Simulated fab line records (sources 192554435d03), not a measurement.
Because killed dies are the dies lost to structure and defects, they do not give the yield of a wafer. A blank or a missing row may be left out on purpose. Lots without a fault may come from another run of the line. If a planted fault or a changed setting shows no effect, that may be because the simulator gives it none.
fab line records + flow n5-finfet
[record]
- lots = 10
- wafers = 30
- last-day = 18
route steps=1938 shown BEOL_M7@1308 BEOL_M8@1332
lots untouched by any fault: they come from a run of this same line in which no faults occurred
start-h: hours from the record's first day to the start of the lot's first wafer shown + wait-h: hours elapsed since this lot's preceding step + " same as the row above + L1.1+2: several wafers, shown together as one row + - either no value or no given start + * or withheld: withheld + < > ~ a bound
route shown NAME@n: NAME is a module with steps in the file, n the number in the route of the first one + usual: average and standard deviation across the fault-free wafers + same: alike in all rows + chamber/n: place in a boat + sites: per-site readings + _std_site: standard deviation of those values + _edge_site: outer sites' mean less inner sites' + radius-mm: how far each site lies from the wafer's centre + mask NAME#n: copy n + behind: the tool/chamber that last shaped the wafer + hold: why the lot went on hold/how many hours it stayed there/how the hold came to an end + device: whichever transistor did not switch (one of n, p or np) + end of line: tests of these same wafers at the route's end + a step given without rows: its recipe and nothing more + killed: at the first sort, the dies lost to defects and structure; wafer yield is something else + map: per-die view of a wafer (x killed, . not killed, _ where there is no die)
set.NAME: the setting as run; set.NAME@STEP: as run at that earlier step + model.NAME: the simulator's own value behind a step, which no gauge read
one table for each step of the route and one row for each wafer, over a sample of lots
services: the hour from which a tool's chamber was out of use, counted from the record's first day as start-h (under 0 if before that day), plus the number of hours and why
[[steps]]
[step N5_BEOL_M7_TRENCH_ETCH_37]
[recipe]
- chemistry = C4F6/O2
- target-depth-a = 934.78
- target = SiCOH_lowk
- time-s = 31.2
- ion-energy-ev = 250
- pressure-mtorr = 30
- source-w = 345
- bias-w = 185
- Ar_flow_sccm = 300
- C4F6_flow_sccm = 10
- O2_flow_sccm = 10
[usual]
- drypump-motor-current-A = 5.7/0.38
- oes-product-au = 0.78/0.08
- rf-vpp-V = 661/11
- showerhead-plenum-p-Torr = 2.84/0.11
- throttle-valve-pct = 20.80/0.27
| lot.wafer | tool        | chamber | start-h | wait-h | drypump-motor-current-A | oes-product-au | rf-hours-counter-h | rf-vpp-V | showerhead-plenum-p-Torr | throttle-valve-pct |
|-----------|-------------|---------|---------|--------|-------------------------|----------------|--------------------|----------|--------------------------|--------------------|
| L763.3    | rie-diel-01 | 2       | -       | -      | 6.1                     | 0.70           | 226                | 654      | 2.68                     | 20.87              |
| L763.4    | "           | 1       | "       | "      | 5.9                     | 0.71           | 202                | 667      | 2.84                     | 20.82              |
| L763.6    | "           | 2       | "       | "      | 6.1                     | 0.69           | -                  | 655      | 2.68                     | 20.88              |
| L761.3    | rie-diel-01 | 2       | -       | -      | 6.1                     | 0.70           | 228                | 654      | 2.68                     | 20.87              |
| L761.4    | "           | 1       | "       | "      | 5.9                     | 0.71           | 204                | 666      | 2.84                     | 20.82              |
| L761.6    | "           | 3       | "       | "      | 6.3                     | 0.87           | -                  | 687      | 2.78                     | 20.66              |
| L765.3    | rie-diel-06 | 3       | -       | -      | 5.3                     | 0.84           | 77                 | 673      | 3.00                     | 20.98              |
| L765.4    | "           | 0       | "       | "      | 5.8                     | 0.88           | 51                 | 647      | 2.74                     | 20.76              |
| L765.6    | "           | 3       | "       | "      | 5.3                     | 0.82           | -                  | 675      | 3.00                     | 20.97              |
| L766.1    | rie-diel-01 | 1       | -       | -      | 5.9                     | 0.71           | 207                | 667      | 2.84                     | 20.85              |
| L766.4    | "           | 0       | "       | "      | 5.2                     | 0.70           | 187                | 648      | 2.92                     | 20.88              |
| L766.6    | "           | 2       | "       | "      | 6.1                     | 0.69           | -                  | 653      | 2.67                     | 20.87              |
| L767.1    | rie-diel-06 | 1       | -       | -      | 5.9                     | 0.85           | 52                 | 665      | 2.87                     | 20.35              |
| L767.2    | "           | 0       | "       | "      | 5.8                     | 0.87           | 52                 | 647      | 2.74                     | 20.77              |
| L767.5    | "           | 0       | "       | "      | 5.7                     | 0.88           | -                  | 648      | 2.74                     | 20.77              |
| L771.2    | rie-diel-01 | 2       | -       | -      | 6.1                     | 0.68           | 241                | 654      | 2.67                     | 20.88              |
| L771.4    | "           | 0       | "       | "      | 5.2                     | 0.69           | 197                | 648      | 2.92                     | 20.90              |
| L771.6    | "           | 3       | "       | "      | 6.2                     | 0.86           | -                  | 686      | 2.77                     | 20.68              |
| L777.1    | rie-diel-03 | 0       | -       | -      | 5.3                     | 0.79           | 95                 | 663      | 3.01                     | 20.70              |
| L777.3    | "           | 3       | "       | "      | 5.9                     | 0.93           | 14                 | 667      | 2.91                     | 21.03              |
| L777.4    | "           | 2       | "       | "      | 5.2                     | 0.72           | 198                | 655      | 2.69                     | 20.42              |
| L782.1    | rie-diel-03 | 3       | -       | -      | 5.9                     | 0.91           | 21                 | 666      | 2.91                     | 21.03              |
| L782.2    | "           | 2       | "       | "      | 5.2                     | 0.71           | 206                | 656      | 2.69                     | 20.44              |
| L782.4    | "           | 0       | "       | "      | 5.2                     | 0.79           | 103                | 665      | 3.01                     | 20.72              |
| L781.2    | rie-diel-01 | 3       | -       | -      | 6.2                     | 0.83           | 90                 | 686      | 2.77                     | 20.72              |
| L781.4    | "           | 1       | "       | "      | 5.8                     | 0.69           | 234                | 667      | 2.82                     | 20.88              |
| L781.5    | "           | 0       | "       | "      | 5.2                     | 0.67           | -                  | 647      | 2.90                     | 20.93              |
| L783.4    | rie-diel-06 | 1       | -       | -      | 5.9                     | 0.81           | 90                 | 666      | 2.86                     | 20.41              |
| L783.5    | "           | 3       | "       | "      | 5.3                     | 0.78           | -                  | 672      | 2.98                     | 21.04              |
| L783.6    | "           | 0       | "       | "      | 5.8                     | 0.83           | -                  | 647      | 2.73                     | 20.82              |
[step N5_BEOL_M7_SPUTTER_48]
[recipe]
- material = Cu
- target-thk-a = 100
- temp-c = -20
- bias-v = 60
- power-w = 26000
- chamber-pressure-pa = 0.13
- time-s = 1.667
[usual]
- chuck-gas-flow-sccm = 1.25/0.058
- chuck-sensor-temp-C = -15.9/0.46
- substrate-temp-c = -19.99/0.098
- throttle-valve-pct = 29.7/0.99
| lot.wafer | tool           | chamber | start-h | wait-h | chuck-gas-flow-sccm | chuck-sensor-temp-C | substrate-temp-c | throttle-valve-pct |
|-----------|----------------|---------|---------|--------|---------------------|---------------------|------------------|--------------------|
| L763.3    | pvd-sputter-01 | -       | 209.20  | 0.1    | 1.28                | -15.2               | -19.92           | 31.6               |
| L763.4    | "              | -       | "       | "      | 1.27                | -16.9               | -19.92           | 30.2               |
| L763.6    | "              | -       | "       | "      | 1.29                | -15.8               | -19.85           | 28.8               |
| L761.3    | pvd-sputter-02 | -       | 216.94  | 0.1    | 1.27                | -16.4               | -20.04           | 28.9               |
| L761.4    | "              | -       | "       | "      | 1.25                | -15.8               | -19.90           | 30.1               |
| L761.6    | "              | -       | "       | "      | 1.27                | -16.0               | -20.11           | 29.6               |
| L765.3    | pvd-sputter-01 | -       | 225.09  | 0.1    | 1.24                | -15.9               | -19.94           | 28.9               |
| L765.4    | "              | -       | "       | "      | 1.19                | -15.9               | -19.98           | 28.2               |
| L765.6    | "              | -       | "       | "      | 1.23                | -15.9               | -19.92           | 28.9               |
| L766.1    | pvd-sputter-02 | -       | 225.24  | 0.1    | 1.20                | -16.1               | -19.81           | 29.6               |
| L766.4    | "              | -       | "       | "      | 1.35                | -16.3               | -20.04           | 28.9               |
| L766.6    | "              | -       | "       | "      | 1.25                | -15.9               | -20.10           | 30.4               |
| L767.1    | pvd-sputter-03 | -       | 227.91  | 0.1    | 1.30                | -15.2               | -20.12           | 29.1               |
| L767.2    | "              | -       | "       | "      | 1.32                | -15.7               | -20.21           | 27.6               |
| L767.5    | "              | -       | "       | "      | 1.27                | -16.1               | -19.89           | 31.0               |
| L771.2    | pvd-sputter-01 | -       | 256.69  | 0.1    | 1.19                | -17.1               | -19.86           | 30.3               |
| L771.4    | "              | -       | "       | "      | 1.22                | -16.0               | -19.88           | 28.3               |
| L771.6    | "              | -       | "       | "      | 1.26                | -15.0               | -20.04           | 31.4               |
| L777.1    | pvd-sputter-02 | -       | 296.00  | 0.1    | 1.29                | -15.9               | -20.06           | 30.1               |
| L777.3    | "              | -       | "       | "      | 1.36                | -16.2               | -19.80           | 28.9               |
| L777.4    | "              | -       | "       | "      | 1.14                | -16.0               | -19.84           | 29.5               |
| L782.1    | pvd-sputter-01 | -       | 323.77  | 0.2    | 1.20                | -16.0               | -19.97           | 29.0               |
| L782.2    | "              | -       | "       | "      | 1.21                | -15.0               | -19.79           | 31.3               |
| L782.4    | "              | -       | "       | "      | 1.26                | -14.9               | -19.86           | 31.2               |
| L781.2    | pvd-sputter-02 | -       | 323.97  | 0.1    | 1.21                | -15.6               | -20.06           | 30.2               |
| L781.4    | "              | -       | "       | "      | 1.27                | -16.2               | -20.01           | 29.4               |
| L781.5    | "              | -       | "       | "      | 1.21                | -15.9               | -20.06           | 29.3               |
| L783.4    | pvd-sputter-02 | -       | 340.13  | 0.2    | 1.38                | -16.3               | -19.84           | 28.7               |
| L783.5    | "              | -       | "       | "      | 1.23                | -16.1               | -20.04           | 30.4               |
| L783.6    | "              | -       | "       | "      | 1.13                | -15.8               | -20.00           | 30.1               |
[step N5_BEOL_M7_ANNEAL_51]
[recipe]
- temp-c = 225
- time-s = 90
- ambient = N2
[usual]
- anneal-temp-c-max = 225.93/0.26
- wafer_temp_C_max = 226.1/0.4
| lot.wafer | tool          | chamber | start-h | wait-h | anneal-temp-c-max | wafer_temp_C_max |
|-----------|---------------|---------|---------|--------|-------------------|------------------|
| L763.3    | rtp-anneal-01 | 0       | 209.61  | 0.2    | 225.32            | 225.5            |
| L763.4    | "             | 0       | "       | "      | 225.86            | 225.8            |
| L763.6    | "             | 0       | "       | "      | 225.83            | 226.1            |
| L761.3    | rtp-anneal-02 | 0       | 217.26  | 0.2    | 226.23            | 226.2            |
| L761.4    | "             | 0       | "       | "      | 225.71            | 226.8            |
| L761.6    | "             | 0       | "       | "      | 225.84            | 225.9            |
| L765.3    | rtp-anneal-01 | 0       | 225.39  | 0.1    | 225.85            | 225.3            |
| L765.4    | "             | 0       | "       | "      | 225.69            | 225.4            |
| L765.6    | "             | 0       | "       | "      | 226.07            | 225.6            |
| L766.1    | rtp-anneal-01 | 0       | 225.57  | 0.2    | 225.94            | 225.3            |
| L766.4    | "             | 0       | "       | "      | 225.88            | 225.3            |
| L766.6    | "             | 0       | "       | "      | 226.00            | 225.4            |
| L767.1    | rtp-anneal-02 | 0       | 228.29  | 0.2    | 226.07            | 226.3            |
| L767.2    | "             | 0       | "       | "      | 226.25            | 226.1            |
| L767.5    | "             | 0       | "       | "      | 226.35            | 226.3            |
| L771.2    | rtp-anneal-01 | 0       | 257.48  | 0.7    | 225.77            | 225.8            |
| L771.4    | "             | 0       | "       | "      | 225.59            | 226.1            |
| L771.6    | "             | 0       | "       | "      | 225.81            | 226.3            |
| L777.1    | rtp-anneal-02 | 0       | 296.21  | 0.1    | 225.74            | 226.0            |
| L777.3    | "             | 0       | "       | "      | 226.65            | 226.4            |
| L777.4    | "             | 0       | "       | "      | 225.78            | 225.7            |
| L782.1    | rtp-anneal-01 | 0       | 324.32  | 0.3    | 225.81            | 225.5            |
| L782.2    | "             | 0       | "       | "      | 225.84            | 225.8            |
| L782.4    | "             | 0       | "       | "      | 225.85            | 225.9            |
| L781.2    | rtp-anneal-02 | 0       | 324.49  | 0.4    | 225.88            | 226.0            |
| L781.4    | "             | 0       | "       | "      | 226.36            | 226.3            |
| L781.5    | "             | 0       | "       | "      | 226.30            | 226.3            |
| L783.4    | rtp-anneal-01 | 0       | 341.01  | 0.7    | 225.43            | 225.9            |
| L783.5    | "             | 0       | "       | "      | 225.51            | 226.0            |
| L783.6    | "             | 0       | "       | "      | 225.92            | 225.5            |
[step N5_BEOL_M8_ILD_DEP_00]
[recipe]
- material = SiCOH_lowk
- target-thk-a = 1797.5
- temp-c = 300
- precursor = DEMS/porogen
- pressure-torr = 5
- rf-w = 500
- time-s = 33.4
[usual]
- heater-power-outer-w = 140/25
- heater-power-w = 309/49
- showerhead-plenum-p-Torr = 5.745/0.016
- showerhead-vpp-V = 1375/68
- susceptor-temp-C = 299.99/0.19
- throttle-valve-pct = 13.9/0.64
| lot.wafer | tool     | chamber | start-h | wait-h | heater-power-outer-w | heater-power-w | showerhead-plenum-p-Torr | showerhead-vpp-V | susceptor-temp-C | throttle-valve-pct |
|-----------|----------|---------|---------|--------|----------------------|----------------|--------------------------|------------------|------------------|--------------------|
| L763.3    | pecvd-02 | 1       | 210.30  | 0.0    | 148                  | 287            | 5.770                    | 1366             | 300.02           | 13.2               |
| L763.4    | "        | 1       | "       | "      | 151                  | 294            | 5.743                    | 1433             | 299.87           | 13.7               |
| L763.6    | "        | 0       | "       | "      | 111                  | 298            | 5.720                    | 1328             | 299.84           | 14.7               |
| L761.3    | pecvd-02 | 2       | 217.99  | 0.0    | 174                  | 380            | 5.730                    | 1320             | 299.82           | 13.6               |
| L761.4    | "        | 0       | "       | "      | 164                  | 360            | 5.749                    | 1371             | 299.98           | 14.9               |
| L761.6    | "        | 2       | "       | "      | 179                  | 396            | 5.733                    | 1335             | 300.02           | 13.5               |
| L765.3    | pecvd-02 | 2       | 226.09  | 0.0    | 190                  | 404            | 5.737                    | 1315             | 300.22           | 13.5               |
| L765.4    | "        | 1       | "       | "      | 149                  | 286            | 5.746                    | 1394             | 300.00           | 13.7               |
| L765.6    | "        | 2       | "       | "      | 189                  | 410            | 5.731                    | 1329             | 300.17           | 13.4               |
| L766.1    | pecvd-02 | 0       | 226.37  | 0.0    | 142                  | 329            | 5.731                    | 1340             | 300.18           | 15.0               |
| L766.4    | "        | 2       | "       | "      | 183                  | 388            | 5.733                    | 1326             | 299.96           | 13.6               |
| L766.6    | "        | 0       | "       | "      | 144                  | 335            | 5.741                    | 1313             | 300.06           | 14.8               |
| L767.1    | pecvd-03 | 0       | 229.18  | 0.0    | 94                   | 263            | 5.757                    | 1337             | 300.06           | 13.7               |
| L767.2    | "        | 2       | "       | "      | 121                  | 266            | 5.736                    | 1541             | 300.06           | 13.6               |
| L767.5    | "        | 0       | "       | "      | 99                   | 278            | 5.756                    | 1362             | 299.73           | 13.7               |
| L771.2    | pecvd-02 | 2       | 258.22  | 0.0    | 151                  | 352            | 5.748                    | 1336             | 299.92           | 13.8               |
| L771.4    | "        | 0       | "       | "      | 246                  | 502            | 5.735                    | 1337             | 327.57           | 15.0               |
| L771.6    | "        | 1       | "       | "      | 150                  | 283            | 5.749                    | 1413             | 299.90           | 14.0               |
| L777.1    | pecvd-03 | 1       | 297.01  | 0.0    | 143                  | 280            | 5.733                    | 1507             | 299.99           | 14.5               |
| L777.3    | "        | 0       | "       | "      | 137                  | 326            | 5.761                    | 1320             | 299.64           | 13.8               |
| L777.4    | "        | 2       | "       | "      | 123                  | 263            | 5.746                    | 1543             | 299.89           | 13.4               |
| L782.1    | pecvd-02 | 2       | 325.10  | 0.0    | 196                  | 413            | 5.734                    | 1323             | 299.99           | 13.5               |
| L782.2    | "        | 1       | "       | "      | 122                  | 260            | 5.771                    | 1399             | 300.17           | 13.8               |
| L782.4    | "        | 1       | "       | "      | 129                  | 271            | 5.751                    | 1432             | 299.98           | 13.4               |
| L781.2    | pecvd-04 | 0       | 325.23  | 0.0    | 124                  | 289            | 5.750                    | 1448             | 300.38           | 13.9               |
| L781.4    | "        | 1       | "       | "      | 140                  | 291            | 5.774                    | 1340             | 299.98           | 13.7               |
| L781.5    | "        | 2       | "       | "      | 86                   | 224            | 5.753                    | 1316             | 299.91           | 12.6               |
| L783.4    | pecvd-04 | 2       | 341.68  | 0.1    | 72                   | 203            | 5.724                    | 1273             | 299.95           | 12.2               |
| L783.5    | "        | 0       | "       | "      | 142                  | 308            | 5.745                    | 1442             | 299.79           | 13.7               |
| L783.6    | "        | 1       | "       | "      | 134                  | 290            | 5.785                    | 1322             | 299.94           | 14.0               |
[step N5_BEOL_M8_THK_MEAS_01]
[recipe]
- reads = SiCOH_lowk_of_BEOL_M8_ILD_DEP_00
[usual]
- M8_ILD_THK = 155.2/2.1
| lot.wafer | tool          | chamber | start-h | wait-h | M8_ILD_THK[nm] |
|-----------|---------------|---------|---------|--------|----------------|
| L763.3    | film-metro-01 | -       | 210.88  | 0.3    | 153.0          |
| L763.4    | "             | -       | "       | "      | 155.6          |
| L763.6    | "             | -       | "       | "      | 158.4          |
| L761.3    | film-metro-02 | -       | 218.57  | 0.3    | 153.4          |
| L761.4    | "             | -       | "       | "      | 155.7          |
| L761.6    | "             | -       | "       | "      | 155.0          |
| L765.3    | film-metro-02 | -       | 226.67  | 0.3    | 154.4          |
| L765.4    | "             | -       | "       | "      | 155.8          |
| L765.6    | "             | -       | "       | "      | 156.9          |
| L766.1    | film-metro-02 | -       | 226.95  | 0.4    | 153.5          |
| L766.4    | "             | -       | "       | "      | 155.7          |
| L766.6    | "             | -       | "       | "      | 156.7          |
| L767.1    | film-metro-02 | -       | 229.76  | 0.4    | 155.9          |
| L767.2    | "             | -       | "       | "      | 155.3          |
| L767.5    | "             | -       | "       | "      | 156.8          |
| L771.2    | film-metro-01 | -       | 258.80  | 0.4    | 152.0          |
| L771.4    | "             | -       | "       | "      | 134.2          |
| L771.6    | "             | -       | "       | "      | 154.0          |
| L777.1    | film-metro-01 | -       | 297.65  | 0.4    | 156.7          |
| L777.3    | "             | -       | "       | "      | 155.1          |
| L777.4    | "             | -       | "       | "      | 159.1          |
| L782.1    | film-metro-02 | -       | 325.68  | 0.4    | 153.7          |
| L782.2    | "             | -       | "       | "      | 152.5          |
| L782.4    | "             | -       | "       | "      | 152.9          |
| L781.2    | film-metro-01 | -       | 325.81  | 0.4    | 153.4          |
| L781.4    | "             | -       | "       | "      | 155.7          |
| L781.5    | "             | -       | "       | "      | 155.5          |
| L783.4    | film-metro-01 | -       | 342.24  | 0.2    | 157.1          |
| L783.5    | "             | -       | "       | "      | 156.6          |
| L783.6    | "             | -       | "       | "      | 157.8          |
[[services]]
| tool        | chamber | start-h | hours | kind                          |
|-------------|---------|---------|-------|-------------------------------|
| rie-diel-06 | 0       | 191.26  | 3.2   | repair                        |
| rie-diel-03 | 0       | 195.40  | 6.6   | repair                        |
| rie-diel-06 | 1       | 206.40  | 12.2  | repair                        |
| pecvd-03    | 2       | 211.82  | 5.0   | scheduled-down                |
| rie-diel-06 | -       | 215.37  | 0.3   | repair                        |
| rie-diel-03 | 3       | 218.34  | 1.6   | repair                        |
| rie-diel-03 | -       | 218.39  | 7.2   | repair                        |
| rie-diel-03 | 3       | 231.56  | -     | clean                         |
| rie-diel-03 | 3       | 231.56  | -     | consumable-replace:focus-ring |
| rie-diel-06 | 3       | 248.87  | 4.0   | repair                        |
| rie-diel-01 | 1       | 271.31  | 18.5  | repair                        |
| rie-diel-01 | 2       | 282.41  | 8.8   | repair                        |
| rie-diel-01 | 2       | 291.30  | -     | clean                         |
| rie-diel-01 | 2       | 291.30  | -     | consumable-replace:focus-ring |
| rie-diel-01 | 2       | 291.30  | -     | consumable-replace:showerhead |
| rie-diel-01 | 2       | 291.30  | 21.6  | scheduled-down                |
| rie-diel-01 | 2       | 291.30  | 21.6  | vent-cycle                    |
| pecvd-02    | 0       | 294.23  | 2.1   | scheduled-down                |
| rie-diel-06 | 2       | 303.58  | -     | clean                         |
| rie-diel-06 | 2       | 303.58  | -     | consumable-replace:focus-ring |
| rie-diel-06 | 2       | 303.58  | 16.4  | scheduled-down                |
| rie-diel-06 | 2       | 303.58  | 16.4  | vent-cycle                    |
| pecvd-04    | -       | 314.96  | 6.0   | pm                            |
| pecvd-02    | -       | 318.61  | 0.8   | repair                        |
[[key]]
[first-sign]
- step = N5_BEOL_M8_ILD_DEP_00
- reading = susceptor-temp-C
- direction = up
- sigmas = 99+
- usual = *
- struck = *
[effect]
- step = N5_BEOL_M8_ILD_DEP_00
- reading = heater-power-outer-w
- direction = up
- sigmas = 4.2
- usual = *
- struck = *
[effect]
- step = N5_BEOL_M8_THK_MEAS_01
- reading = M8_ILD_THK
- direction = down
- sigmas = 10
- usual = 155.2
- struck = 134.2
met-at N5_BEOL_M8_ILD_DEP_00
struck-lots L771
struck-wafers L771.4
not-acting-at N5_BEOL_M7_TRENCH_ETCH_37,N5_BEOL_M7_SPUTTER_48,N5_BEOL_M7_ANNEAL_51
onset-between 226.37 258.22
[fault]
- kind = process-parameter-drift
- tool = pecvd-02
- chamber = 0
- onset-h = 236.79
- steps = N5_BEOL_M8_ILD_DEP_00
- channel = temp-c
- offset = *
- shape = step
- end-h = 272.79
- acts-in = *
- stated = *
